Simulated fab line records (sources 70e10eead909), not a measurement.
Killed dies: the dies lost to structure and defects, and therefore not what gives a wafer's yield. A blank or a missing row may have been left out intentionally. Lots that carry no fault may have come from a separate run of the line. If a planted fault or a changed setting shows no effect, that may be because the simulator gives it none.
The tool behind it: which one? / flow nand_harc / 14 lots, 42 wafers sampled, at 4 steps of a route of 1159

== WHAT THE GAUGES SHOWED, per wafer ==
The record lacks any reading of a measuring or inspecting step that a usual standard deviation could be used to judge.

== WHAT TOOL EACH LOT RAN ON (gives the tool, then ch and the chambers of the sampled wafers, and finally the start) ==
lot=L943; NHARC_P_ZERO_WELL_DESCUM_13=rie_diel-05 ch 0,1,2, day 2 01:25; NHARC_P_ZERO_WELL_DEVELOP_36=litho_track-03 ch 0, day 2 04:00; NHARC_P_STI_DESCUM_14=rie_diel-07 ch 0,1, day 3 02:33; NHARC_P_STI_ETCH_31=rie_diel-07 ch 1,3, no start
lot=L944; NHARC_P_ZERO_WELL_DESCUM_13=rie_diel-05 ch 0,1,3, day 2 07:25; NHARC_P_ZERO_WELL_DEVELOP_36=litho_track-03 ch 0, day 2 10:00; NHARC_P_STI_DESCUM_14=rie_diel-06 ch 1,3, day 3 02:43; NHARC_P_STI_ETCH_31=rie_diel-06 ch 1,3, no start
lot=L945; NHARC_P_ZERO_WELL_DESCUM_13=rie_diel-02 ch 2,3, day 2 13:25; NHARC_P_ZERO_WELL_DEVELOP_36=litho_track-02 ch 0, day 2 16:00; NHARC_P_STI_DESCUM_14=rie_diel-04 ch 1,2, day 3 12:44; NHARC_P_STI_ETCH_31=rie_diel-04 ch 1,2,3, no start
lot=L946; NHARC_P_ZERO_WELL_DESCUM_13=rie_diel-05 ch 1,2,3, day 2 19:27; NHARC_P_ZERO_WELL_DEVELOP_36=litho_track-02 ch 0, day 2 22:00; NHARC_P_STI_DESCUM_14=rie_diel-04 ch 1,2, day 3 17:21; NHARC_P_STI_ETCH_31=rie_diel-04 ch 0,1,2, no start
lot=L947; NHARC_P_ZERO_WELL_DESCUM_13=rie_diel-05 ch 1,2,3, day 3 01:25; NHARC_P_ZERO_WELL_DEVELOP_36=litho_track-03 ch 0, day 3 04:00; NHARC_P_STI_DESCUM_14=rie_diel-07 ch 1,2, day 3 23:23; NHARC_P_STI_ETCH_31=rie_diel-07 ch 0,2, no start
lot=L948; NHARC_P_ZERO_WELL_DESCUM_13=rie_diel-05 ch 2,3, day 3 07:24; NHARC_P_ZERO_WELL_DEVELOP_36=litho_track-02, day 3 10:00; NHARC_P_STI_DESCUM_14=-; NHARC_P_STI_ETCH_31=-
lot=L949; NHARC_P_ZERO_WELL_DESCUM_13=rie_diel-02 ch 1,3, day 3 13:25; NHARC_P_ZERO_WELL_DEVELOP_36=litho_track-03, day 3 16:00; NHARC_P_STI_DESCUM_14=-; NHARC_P_STI_ETCH_31=-
lot=L950; NHARC_P_ZERO_WELL_DESCUM_13=rie_diel-05 ch 0,1,2, day 3 19:22; NHARC_P_ZERO_WELL_DEVELOP_36=litho_track-07 ch 0, day 3 22:00; NHARC_P_STI_DESCUM_14=rie_diel-06 ch 0,1,2, day 4 17:40; NHARC_P_STI_ETCH_31=rie_diel-06 ch 0,1,2, no start
lot=L955; NHARC_P_ZERO_WELL_DESCUM_13=rie_diel-01 ch 1,2,3, day 5 01:23; NHARC_P_ZERO_WELL_DEVELOP_36=litho_track-03 ch 0, day 5 04:00; NHARC_P_STI_DESCUM_14=rie_diel-06 ch 1,2,3, day 5 23:20; NHARC_P_STI_ETCH_31=rie_diel-06 ch 1,2,3, no start
lot=L956; NHARC_P_ZERO_WELL_DESCUM_13=rie_diel-02 ch 1,2,3, day 5 07:24; NHARC_P_ZERO_WELL_DEVELOP_36=litho_track-02 ch 0, day 5 10:00; NHARC_P_STI_DESCUM_14=rie_diel-04 ch 0,1, day 6 10:53; NHARC_P_STI_ETCH_31=rie_diel-04 ch 1,3, no start
lot=L959; NHARC_P_ZERO_WELL_DESCUM_13=rie_diel-05 ch 0,3, day 6 01:17; NHARC_P_ZERO_WELL_DEVELOP_36=litho_track-02 ch 0, day 6 04:00; NHARC_P_STI_DESCUM_14=rie_diel-04 ch 1,3, day 6 20:28; NHARC_P_STI_ETCH_31=rie_diel-04 ch 0,1, no start
lot=L960; NHARC_P_ZERO_WELL_DESCUM_13=rie_diel-02 ch 0,3, day 6 07:17; NHARC_P_ZERO_WELL_DEVELOP_36=litho_track-02 ch 0, day 6 09:00; NHARC_P_STI_DESCUM_14=rie_diel-04 ch 0,2,3, day 7 05:10; NHARC_P_STI_ETCH_31=rie_diel-04 ch 0,1, no start
lot=L963; NHARC_P_ZERO_WELL_DESCUM_13=rie_diel-02 ch 0,1,3, day 7 01:25; NHARC_P_ZERO_WELL_DEVELOP_36=litho_track-02 ch 0, day 7 04:00; NHARC_P_STI_DESCUM_14=rie_diel-07 ch 0,2,3, day 8 01:44; NHARC_P_STI_ETCH_31=rie_diel-07 ch 1,2,3, no start
lot=L964; NHARC_P_ZERO_WELL_DESCUM_13=rie_diel-05 ch 1,2,3, day 7 07:26; NHARC_P_ZERO_WELL_DEVELOP_36=litho_track-07 ch 0, day 7 10:00; NHARC_P_STI_DESCUM_14=rie_diel-06 ch 1,2,3, day 8 06:04; NHARC_P_STI_ETCH_31=rie_diel-06 ch 0,3, no start
- NHARC_P_ZERO_WELL_DESCUM_13: chemistry O2, time 3 s.
- NHARC_P_ZERO_WELL_DEVELOP_36: time 70 s.
- NHARC_P_STI_DESCUM_14: chemistry O2, time 3 s.
- NHARC_P_STI_ETCH_31: etches the open film in CF4/CHF3, target depth 108.9 nm, time 54.5 s.

== AS READ BY THE TOOLS THEMSELVES (means over the sampled wafers that have a number; for cases with no such wafer, the mark the record gives instead) ==
NHARC_P_ZERO_WELL_DESCUM_13. Usual: drypump_motor_current_A 5.7 A, standard deviation 0.42; oes_product_au 1.006 a.u., standard deviation 0.014; rf_vpp_V 57.8 V, standard deviation 0.84; showerhead_plenum_p_Torr 1.92 Torr, standard deviation 0.063; throttle_valve_pct 11.311 %, standard deviation 0.0092.
lot=L943; tool=rie_diel-05; drypump_motor_current_A (A)=5.5; oes_product_au (a.u.)=1.020; rf_vpp_V (V)=58.1; showerhead_plenum_p_Torr (Torr)=1.87; throttle_valve_pct (%)=11.321; flag=
lot=L944; tool=rie_diel-05; drypump_motor_current_A (A)=5.7; oes_product_au (a.u.)=1.004; rf_vpp_V (V)=58.0; showerhead_plenum_p_Torr (Torr)=1.94; throttle_valve_pct (%)=11.299; flag=
lot=L945; tool=rie_diel-02; drypump_motor_current_A (A)=5.1; oes_product_au (a.u.)=1.014; rf_vpp_V (V)=58.1; showerhead_plenum_p_Torr (Torr)=1.99; throttle_valve_pct (%)=11.308; flag=
lot=L946; tool=rie_diel-05; drypump_motor_current_A (A)=5.7; oes_product_au (a.u.)=1.012; rf_vpp_V (V)=58.4; showerhead_plenum_p_Torr (Torr)=1.91; throttle_valve_pct (%)=11.315; flag=
lot=L947; tool=rie_diel-05; drypump_motor_current_A (A)=5.7; oes_product_au (a.u.)=1.010; rf_vpp_V (V)=57.3; showerhead_plenum_p_Torr (Torr)=1.91; throttle_valve_pct (%)=11.309; flag=
lot=L948; tool=rie_diel-05; drypump_motor_current_A (A)=5.9; oes_product_au (a.u.)=1.010; rf_vpp_V (V)=57.3; showerhead_plenum_p_Torr (Torr)=1.87; throttle_valve_pct (%)=11.308; flag=
lot=L949; tool=rie_diel-02; drypump_motor_current_A (A)=5.9; oes_product_au (a.u.)=0.999; rf_vpp_V (V)=56.8; showerhead_plenum_p_Torr (Torr)=1.93; throttle_valve_pct (%)=11.301; flag=
lot=L950; tool=rie_diel-05; drypump_motor_current_A (A)=5.5; oes_product_au (a.u.)=1.010; rf_vpp_V (V)=57.6; showerhead_plenum_p_Torr (Torr)=1.87; throttle_valve_pct (%)=11.321; flag=
lot=L955; tool=rie_diel-01; drypump_motor_current_A (A)=5.7; oes_product_au (a.u.)=0.996; rf_vpp_V (V)=58.0; showerhead_plenum_p_Torr (Torr)=1.89; throttle_valve_pct (%)=11.313; flag=
lot=L956; tool=rie_diel-02; drypump_motor_current_A (A)=5.5; oes_product_au (a.u.)=1.009; rf_vpp_V (V)=58.5; showerhead_plenum_p_Torr (Torr)=1.96; throttle_valve_pct (%)=11.313; flag=
lot=L959; tool=rie_diel-05; drypump_motor_current_A (A)=6.0; oes_product_au (a.u.)=0.997; rf_vpp_V (V)=57.9; showerhead_plenum_p_Torr (Torr)=1.97; throttle_valve_pct (%)=11.298; flag=
lot=L960; tool=rie_diel-02; drypump_motor_current_A (A)=6.1; oes_product_au (a.u.)=1.011; rf_vpp_V (V)=57.8; showerhead_plenum_p_Torr (Torr)=1.93; throttle_valve_pct (%)=11.313; flag=
lot=L963; tool=rie_diel-02; drypump_motor_current_A (A)=6.0; oes_product_au (a.u.)=1.011; rf_vpp_V (V)=57.7; showerhead_plenum_p_Torr (Torr)=1.93; throttle_valve_pct (%)=11.314; flag=
lot=L964; tool=rie_diel-05; drypump_motor_current_A (A)=5.7; oes_product_au (a.u.)=1.007; rf_vpp_V (V)=58.1; showerhead_plenum_p_Torr (Torr)=1.91; throttle_valve_pct (%)=11.310; flag=

NHARC_P_ZERO_WELL_DEVELOP_36. Usual: chill_plate_temp_C 22.99 C, standard deviation 0.11; exhaust_pa 45.2 Pa, standard deviation 0.76.
lot=L943; tool=litho_track-03; chill_plate_temp_C (C)=22.98; exhaust_pa (Pa)=44.2; flag=
lot=L944; tool=litho_track-03; chill_plate_temp_C (C)=22.92; exhaust_pa (Pa)=45.3; flag=
lot=L945; tool=litho_track-02; chill_plate_temp_C (C)=23.03; exhaust_pa (Pa)=44.9; flag=
lot=L946; tool=litho_track-02; chill_plate_temp_C (C)=23.05; exhaust_pa (Pa)=45.4; flag=
lot=L947; tool=litho_track-03; chill_plate_temp_C (C)=23.14; exhaust_pa (Pa)=46.2; flag=
lot=L948; tool=litho_track-02; chill_plate_temp_C (C)=-; exhaust_pa (Pa)=-; flag=OFF
lot=L949; tool=litho_track-03; chill_plate_temp_C (C)=-; exhaust_pa (Pa)=-; flag=OFF
lot=L950; tool=litho_track-07; chill_plate_temp_C (C)=22.93; exhaust_pa (Pa)=45.2; flag=
lot=L955; tool=litho_track-03; chill_plate_temp_C (C)=22.89; exhaust_pa (Pa)=45.1; flag=
lot=L956; tool=litho_track-02; chill_plate_temp_C (C)=23.02; exhaust_pa (Pa)=44.7; flag=
lot=L959; tool=litho_track-02; chill_plate_temp_C (C)=23.10; exhaust_pa (Pa)=45.4; flag=
lot=L960; tool=litho_track-02; chill_plate_temp_C (C)=23.11; exhaust_pa (Pa)=44.6; flag=
lot=L963; tool=litho_track-02; chill_plate_temp_C (C)=22.99; exhaust_pa (Pa)=45.0; flag=
lot=L964; tool=litho_track-07; chill_plate_temp_C (C)=22.87; exhaust_pa (Pa)=44.6; flag=

NHARC_P_STI_DESCUM_14. Usual: drypump_motor_current_A 5.8 A, standard deviation 0.38; oes_product_au 1.003 a.u., standard deviation 0.011; rf_vpp_V 57.8 V, standard deviation 0.95; showerhead_plenum_p_Torr 1.92 Torr, standard deviation 0.08; throttle_valve_pct 11.311 %, standard deviation 0.009.
lot=L943; tool=rie_diel-07; drypump_motor_current_A (A)=5.6; oes_product_au (a.u.)=0.988; rf_vpp_V (V)=58.5; showerhead_plenum_p_Torr (Torr)=1.90; throttle_valve_pct (%)=11.316; flag=
lot=L944; tool=rie_diel-06; drypump_motor_current_A (A)=6.3; oes_product_au (a.u.)=1.006; rf_vpp_V (V)=58.1; showerhead_plenum_p_Torr (Torr)=1.89; throttle_valve_pct (%)=11.307; flag=
lot=L945; tool=rie_diel-04; drypump_motor_current_A (A)=5.7; oes_product_au (a.u.)=1.001; rf_vpp_V (V)=58.7; showerhead_plenum_p_Torr (Torr)=1.89; throttle_valve_pct (%)=11.313; flag=
lot=L946; tool=rie_diel-04; drypump_motor_current_A (A)=5.6; oes_product_au (a.u.)=1.008; rf_vpp_V (V)=58.1; showerhead_plenum_p_Torr (Torr)=1.89; throttle_valve_pct (%)=11.309; flag=
lot=L947; tool=rie_diel-07; drypump_motor_current_A (A)=6.1; oes_product_au (a.u.)=0.993; rf_vpp_V (V)=59.0; showerhead_plenum_p_Torr (Torr)=1.91; throttle_valve_pct (%)=11.308; flag=
lot=L950; tool=rie_diel-06; drypump_motor_current_A (A)=5.7; oes_product_au (a.u.)=1.007; rf_vpp_V (V)=58.3; showerhead_plenum_p_Torr (Torr)=1.96; throttle_valve_pct (%)=11.314; flag=
lot=L955; tool=rie_diel-06; drypump_motor_current_A (A)=6.1; oes_product_au (a.u.)=1.001; rf_vpp_V (V)=57.9; showerhead_plenum_p_Torr (Torr)=1.96; throttle_valve_pct (%)=11.314; flag=
lot=L956; tool=rie_diel-04; drypump_motor_current_A (A)=5.6; oes_product_au (a.u.)=1.004; rf_vpp_V (V)=56.9; showerhead_plenum_p_Torr (Torr)=1.87; throttle_valve_pct (%)=11.319; flag=
lot=L959; tool=rie_diel-04; drypump_motor_current_A (A)=5.4; oes_product_au (a.u.)=0.995; rf_vpp_V (V)=56.7; showerhead_plenum_p_Torr (Torr)=1.84; throttle_valve_pct (%)=11.304; flag=
lot=L960; tool=rie_diel-04; drypump_motor_current_A (A)=5.6; oes_product_au (a.u.)=1.003; rf_vpp_V (V)=58.5; showerhead_plenum_p_Torr (Torr)=1.94; throttle_valve_pct (%)=11.306; flag=
lot=L963; tool=rie_diel-07; drypump_motor_current_A (A)=5.8; oes_product_au (a.u.)=1.016; rf_vpp_V (V)=58.1; showerhead_plenum_p_Torr (Torr)=1.93; throttle_valve_pct (%)=11.307; flag=
lot=L964; tool=rie_diel-06; drypump_motor_current_A (A)=6.1; oes_product_au (a.u.)=0.999; rf_vpp_V (V)=58.0; showerhead_plenum_p_Torr (Torr)=1.96; throttle_valve_pct (%)=11.310; flag=

NHARC_P_STI_ETCH_31. Usual: bias_w 199.9 W, standard deviation 0.58; drypump_motor_current_A 5.8 A, standard deviation 0.39; oes_product_au 0.967 a.u., standard deviation 0.016; rf_vpp_V 370.7 V, standard deviation 2.2; showerhead_plenum_p_Torr 1.58 Torr, standard deviation 0.061; throttle_valve_pct 16.802 %, standard deviation 0.0092.
lot=L943; tool=rie_diel-07; bias_w (W)=199.6; drypump_motor_current_A (A)=6.4; oes_product_au (a.u.)=0.975; rf_vpp_V (V)=371.8; showerhead_plenum_p_Torr (Torr)=1.60; throttle_valve_pct (%)=16.808; flag=
lot=L944; tool=rie_diel-06; bias_w (W)=199.7; drypump_motor_current_A (A)=6.1; oes_product_au (a.u.)=0.969; rf_vpp_V (V)=371.6; showerhead_plenum_p_Torr (Torr)=1.59; throttle_valve_pct (%)=16.800; flag=
lot=L945; tool=rie_diel-04; bias_w (W)=200.6; drypump_motor_current_A (A)=5.6; oes_product_au (a.u.)=0.961; rf_vpp_V (V)=369.6; showerhead_plenum_p_Torr (Torr)=1.56; throttle_valve_pct (%)=16.804; flag=
lot=L946; tool=rie_diel-04; bias_w (W)=200.2; drypump_motor_current_A (A)=5.7; oes_product_au (a.u.)=0.954; rf_vpp_V (V)=370.0; showerhead_plenum_p_Torr (Torr)=1.59; throttle_valve_pct (%)=16.799; flag=
lot=L947; tool=rie_diel-07; bias_w (W)=200.5; drypump_motor_current_A (A)=5.6; oes_product_au (a.u.)=0.959; rf_vpp_V (V)=370.3; showerhead_plenum_p_Torr (Torr)=1.56; throttle_valve_pct (%)=16.806; flag=
lot=L950; tool=rie_diel-06; bias_w (W)=199.5; drypump_motor_current_A (A)=5.7; oes_product_au (a.u.)=0.977; rf_vpp_V (V)=371.3; showerhead_plenum_p_Torr (Torr)=1.61; throttle_valve_pct (%)=16.800; flag=
lot=L955; tool=rie_diel-06; bias_w (W)=200.3; drypump_motor_current_A (A)=6.1; oes_product_au (a.u.)=0.975; rf_vpp_V (V)=372.2; showerhead_plenum_p_Torr (Torr)=1.61; throttle_valve_pct (%)=16.815; flag=
lot=L956; tool=rie_diel-04; bias_w (W)=200.0; drypump_motor_current_A (A)=5.4; oes_product_au (a.u.)=0.963; rf_vpp_V (V)=368.2; showerhead_plenum_p_Torr (Torr)=1.51; throttle_valve_pct (%)=16.805; flag=
lot=L959; tool=rie_diel-04; bias_w (W)=199.9; drypump_motor_current_A (A)=5.7; oes_product_au (a.u.)=0.971; rf_vpp_V (V)=371.1; showerhead_plenum_p_Torr (Torr)=1.57; throttle_valve_pct (%)=16.800; flag=
lot=L960; tool=rie_diel-04; bias_w (W)=199.8; drypump_motor_current_A (A)=5.6; oes_product_au (a.u.)=0.964; rf_vpp_V (V)=369.6; showerhead_plenum_p_Torr (Torr)=1.54; throttle_valve_pct (%)=16.801; flag=
lot=L963; tool=rie_diel-07; bias_w (W)=200.6; drypump_motor_current_A (A)=6.2; oes_product_au (a.u.)=0.979; rf_vpp_V (V)=371.1; showerhead_plenum_p_Torr (Torr)=1.59; throttle_valve_pct (%)=16.791; flag=
lot=L964; tool=rie_diel-06; bias_w (W)=200.0; drypump_motor_current_A (A)=6.1; oes_product_au (a.u.)=0.922; rf_vpp_V (V)=368.8; showerhead_plenum_p_Torr (Torr)=1.51; throttle_valve_pct (%)=16.799; flag=

== THE ANSWER, worked out from the rows above alone ==
Rule: a lot counts as off when the mean over its wafers that have a number is more than 3 standard deviations away from the usual mean. A lot without any number at a reading at which 4 lots or more have one is off too. Where the step has rows for the other lots, those lots are counted as sound. After the gauges, taken in route order, come the tools' own readings; for these a lot's mean is taken, as printed above. At the first step where some lot is off, the reading lying furthest off is the one used; lots without a number count as furthest.
Off: L948, L949, at NHARC_P_ZERO_WELL_DEVELOP_36 (chill_plate_temp_C). Without a number there: L948, L949.
A tool fits if, at that step or a process step before it, it ran every lot that is off, and no sound lot after the first of them. None of those tried fits.

== WHAT THE SIMULATOR HAD PUT IN ==
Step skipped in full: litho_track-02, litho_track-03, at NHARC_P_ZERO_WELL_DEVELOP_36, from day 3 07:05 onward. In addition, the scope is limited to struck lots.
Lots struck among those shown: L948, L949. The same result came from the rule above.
